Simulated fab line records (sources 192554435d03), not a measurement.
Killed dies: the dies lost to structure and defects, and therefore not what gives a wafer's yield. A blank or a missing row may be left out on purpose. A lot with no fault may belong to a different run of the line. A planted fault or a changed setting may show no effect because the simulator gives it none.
Split-lot study / flow n5 finfet / on a route of 1938 steps: 7 lots, 39 wafers read

## ABOUT THE SPLIT
At N5_ZERO_LAYER_DEVELOP_10 (develop time 60 s), the setting develop time s was moved away from the recipe's 60 s on 15 of the 39 wafers read, by -55.9% to +39.1%. The other wafers ran this setting at the recipe's value.

## THE PATH FROM SPLIT TO READING: the file shows 1 step between them
- N5_ZERO_LAYER_HARDBAKE_23: time 120 s

## THE READING
At N5_ZERO_LAYER_CD_MEAS_11: cd nm in nanometres, against a target cd of 2000 nm. On this fab line, fault-free wafers typically give 1999.6 nm with a standard deviation of 2.3 nm.

wafer=L074.1; tool, chamber at the split=litho track-04, 0; develop time s as run, s=60; against the recipe=recipe; cd nm, nm=1998.6; against lot-mates on the recipe=-
wafer=L074.2; tool, chamber at the split=litho track-04, 0; develop time s as run, s=60; against the recipe=recipe; cd nm, nm=2000.3; against lot-mates on the recipe=-
wafer=L074.3; tool, chamber at the split=litho track-04, 0; develop time s as run, s=60; against the recipe=recipe; cd nm, nm=1998.5; against lot-mates on the recipe=-
wafer=L074.4; tool, chamber at the split=litho track-04, 0; develop time s as run, s=60; against the recipe=recipe; cd nm, nm=2000.8; against lot-mates on the recipe=-
wafer=L074.5; tool, chamber at the split=litho track-04, 0; develop time s as run, s=60; against the recipe=recipe; cd nm, nm=2000.8; against lot-mates on the recipe=-
wafer=L074.6; tool, chamber at the split=litho track-04, 0; develop time s as run, s=60; against the recipe=recipe; cd nm, nm=2003.0; against lot-mates on the recipe=-
wafer=L077.3; tool, chamber at the split=litho track-01, 0; develop time s as run, s=60; against the recipe=recipe; cd nm, nm=2000.4; against lot-mates on the recipe=-
wafer=L077.4; tool, chamber at the split=litho track-01, 0; develop time s as run, s=60; against the recipe=recipe; cd nm, nm=2001.5; against lot-mates on the recipe=-
wafer=L077.6; tool, chamber at the split=litho track-01, 0; develop time s as run, s=60; against the recipe=recipe; cd nm, nm=2003.9; against lot-mates on the recipe=-
wafer=L078.1; tool, chamber at the split=litho track-05, 0; develop time s as run, s=71.31; against the recipe=+18.9%; cd nm, nm=2002.1; against lot-mates on the recipe=+2.9
wafer=L078.2; tool, chamber at the split=litho track-05, 0; develop time s as run, s=60; against the recipe=recipe; cd nm, nm=1997.7; against lot-mates on the recipe=-
wafer=L078.3; tool, chamber at the split=litho track-05, 0; develop time s as run, s=60; against the recipe=recipe; cd nm, nm=1997.1; against lot-mates on the recipe=-
wafer=L078.4; tool, chamber at the split=litho track-05, 0; develop time s as run, s=71.31; against the recipe=+18.9%; cd nm, nm=2004.2; against lot-mates on the recipe=+5.0
wafer=L078.5; tool, chamber at the split=litho track-05, 0; develop time s as run, s=71.31; against the recipe=+18.9%; cd nm, nm=2002.6; against lot-mates on the recipe=+3.4
wafer=L078.6; tool, chamber at the split=litho track-05, 0; develop time s as run, s=60; against the recipe=recipe; cd nm, nm=2002.8; against lot-mates on the recipe=-
wafer=L081.1; tool, chamber at the split=litho track-05, 0; develop time s as run, s=60; against the recipe=recipe; cd nm, nm=2001.5; against lot-mates on the recipe=-
wafer=L081.2; tool, chamber at the split=litho track-05, 0; develop time s as run, s=26.46; against the recipe=-55.9%; cd nm, nm=1978.3; against lot-mates on the recipe=-20.1
wafer=L081.3; tool, chamber at the split=litho track-05, 0; develop time s as run, s=60; against the recipe=recipe; cd nm, nm=1996.9; against lot-mates on the recipe=-
wafer=L081.4; tool, chamber at the split=litho track-05, 0; develop time s as run, s=60; against the recipe=recipe; cd nm, nm=1996.9; against lot-mates on the recipe=-
wafer=L081.5; tool, chamber at the split=litho track-05, 0; develop time s as run, s=26.46; against the recipe=-55.9%; cd nm, nm=1982.1; against lot-mates on the recipe=-16.3
wafer=L081.6; tool, chamber at the split=litho track-05, 0; develop time s as run, s=26.46; against the recipe=-55.9%; cd nm, nm=1978.9; against lot-mates on the recipe=-19.5
wafer=L082.1; tool, chamber at the split=litho track-05, 0; develop time s as run, s=83.46; against the recipe=+39.1%; cd nm, nm=2008.7; against lot-mates on the recipe=+10.8
wafer=L082.2; tool, chamber at the split=litho track-05, 0; develop time s as run, s=60; against the recipe=recipe; cd nm, nm=1997.3; against lot-mates on the recipe=-
wafer=L082.3; tool, chamber at the split=litho track-05, 0; develop time s as run, s=83.46; against the recipe=+39.1%; cd nm, nm=2008.6; against lot-mates on the recipe=+10.7
wafer=L082.4; tool, chamber at the split=litho track-05, 0; develop time s as run, s=60; against the recipe=recipe; cd nm, nm=1998.3; against lot-mates on the recipe=-
wafer=L082.5; tool, chamber at the split=litho track-05, 0; develop time s as run, s=83.46; against the recipe=+39.1%; cd nm, nm=2009.3; against lot-mates on the recipe=+11.4
wafer=L082.6; tool, chamber at the split=litho track-05, 0; develop time s as run, s=60; against the recipe=recipe; cd nm, nm=1998.0; against lot-mates on the recipe=-
wafer=L089.1; tool, chamber at the split=litho track-05, 0; develop time s as run, s=76.01; against the recipe=+26.7%; cd nm, nm=2002.3; against lot-mates on the recipe=+1.5
wafer=L089.2; tool, chamber at the split=litho track-05, 0; develop time s as run, s=76.01; against the recipe=+26.7%; cd nm, nm=2004.1; against lot-mates on the recipe=+3.3
wafer=L089.3; tool, chamber at the split=litho track-05, 0; develop time s as run, s=60; against the recipe=recipe; cd nm, nm=2000.5; against lot-mates on the recipe=-
wafer=L089.4; tool, chamber at the split=litho track-05, 0; develop time s as run, s=60; against the recipe=recipe; cd nm, nm=1998.4; against lot-mates on the recipe=-
wafer=L089.5; tool, chamber at the split=litho track-05, 0; develop time s as run, s=60; against the recipe=recipe; cd nm, nm=2003.5; against lot-mates on the recipe=-
wafer=L089.6; tool, chamber at the split=litho track-05, 0; develop time s as run, s=76.01; against the recipe=+26.7%; cd nm, nm=2003.9; against lot-mates on the recipe=+3.1
wafer=L093.1; tool, chamber at the split=litho track-05, 0; develop time s as run, s=60; against the recipe=recipe; cd nm, nm=2002.6; against lot-mates on the recipe=-
wafer=L093.2; tool, chamber at the split=litho track-05, 0; develop time s as run, s=82.55; against the recipe=+37.6%; cd nm, nm=2005.9; against lot-mates on the recipe=+4.3
wafer=L093.3; tool, chamber at the split=litho track-05, 0; develop time s as run, s=60; against the recipe=recipe; cd nm, nm=2003.3; against lot-mates on the recipe=-
wafer=L093.4; tool, chamber at the split=litho track-05, 0; develop time s as run, s=60; against the recipe=recipe; cd nm, nm=1998.8; against lot-mates on the recipe=-
wafer=L093.5; tool, chamber at the split=litho track-05, 0; develop time s as run, s=82.55; against the recipe=+37.6%; cd nm, nm=2010.3; against lot-mates on the recipe=+8.7
wafer=L093.6; tool, chamber at the split=litho track-05, 0; develop time s as run, s=82.55; against the recipe=+37.6%; cd nm, nm=2006.1; against lot-mates on the recipe=+4.5

THE FIT
A straight line over all 39 wafers: cd nm changes by +0.278 nm for each +1% of develop time s; r = +0.93; the points scatter about the line by 2.7 nm.
The same after taking each lot's own level away (the mean of its wafers on the recipe; 39 wafers): +0.267 nm for each +1%; r = +0.93; scatter 2.5 nm.
That fit puts the effect of the largest move of develop time s on the reading at 15 nm.
The span of the lots' own levels, 1997.87 to 2001.93 nm, comes to 1.8 times the standard deviation stated above.
So the lot-to-lot level changes the slope little: the two slopes agree.
Check: for one of the wafers moved furthest among these (-55.9%), held out of the fit, the line's prediction against its lot-mates is -14.8 nm. Against them it came out at -20.1 nm.

## THE WHOLE CHAIN: every reading that the file lists as answering this split, in the file's order
step=N5_ZERO_LAYER_CD_MEAS_11; what it does=target cd 2000 nm; reading=cd nm; change (the file's fit)=+0.257 nm for each +1% of the setting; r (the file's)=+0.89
step=N5_ZERO_LAYER_DESCUM_16; what it does=chemistry O2, time 7.9 s; reading=ZERO_LAYER.cd nm (the simulator's own value, which no gauge read); change (the file's fit)=+0.256 nm for each +1% of the setting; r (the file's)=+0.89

## FILE'S OWN FIT
cd nm changes by +0.257 nm for each +1% of develop time s, r = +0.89.
